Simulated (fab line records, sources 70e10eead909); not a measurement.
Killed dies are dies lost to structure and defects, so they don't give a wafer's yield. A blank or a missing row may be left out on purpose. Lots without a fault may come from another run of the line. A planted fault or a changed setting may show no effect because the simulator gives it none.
Chamber matching | flow nand_harc | NHARC_A_M1_ETCH_15 on rie_diel-12: 3 sister chambers
The step etches the open film in C4F8/Ar, target depth 182.5 nm, time 91.2 s. 6 wafers are shown with their chamber, then 4 later ones without.

WAFERS WITH THEIR CHAMBER
wafer  | chamber | oes_product_au (a.u.) | rf_vpp_V (V)
L418.6 | 1       | 0.992                 | 443.3
L417.1 | 1       | 0.998                 | 443.6
L420.3 | 3       | 0.971                 | 444.8
L420.6 | 0       | 0.979                 | 442.4
L419.3 | 0       | 0.989                 | 443.8
L419.4 | 3       | 0.962                 | 445.7

WAFERS WITHOUT THEIR CHAMBER
wafer  | oes_product_au (a.u.) | rf_vpp_V (V)
L425.5 | 0.971                 | 446.1
L425.6 | 0.981                 | 442.6
L423.2 | 0.993                 | 444.4
L423.5 | 0.998                 | 443.4

WHICH CHAMBER EACH WENT THROUGH
wafer  | from the rows above     | in truth
L425.5 | 3                       | 3
L425.6 | can't be placed: 0 or 1 | 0
L423.2 | can't be placed: 1 or 0 | 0
L423.5 | can't be placed: 1 or 0 | 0
Placed correctly: 1 of 4. Can't be placed from these rows: 3 (the true chamber is among the candidates in 3). Placed wrongly: 0.
How it was worked out, from the rows above alone: a wafer's distance from a chamber is the root of the sum, over the readings, of the square of ((its reading less the chamber's mean) divided by the reading's scatter). The wafer belongs to the nearest chamber; if the next one is less than 2 further off, it can't be placed. A chamber's mean is the mean of its shown wafers. The scatter: the root of (the sum of the squares of (reading less its chamber's mean) over the shown wafers, divided by (wafers less chambers)).
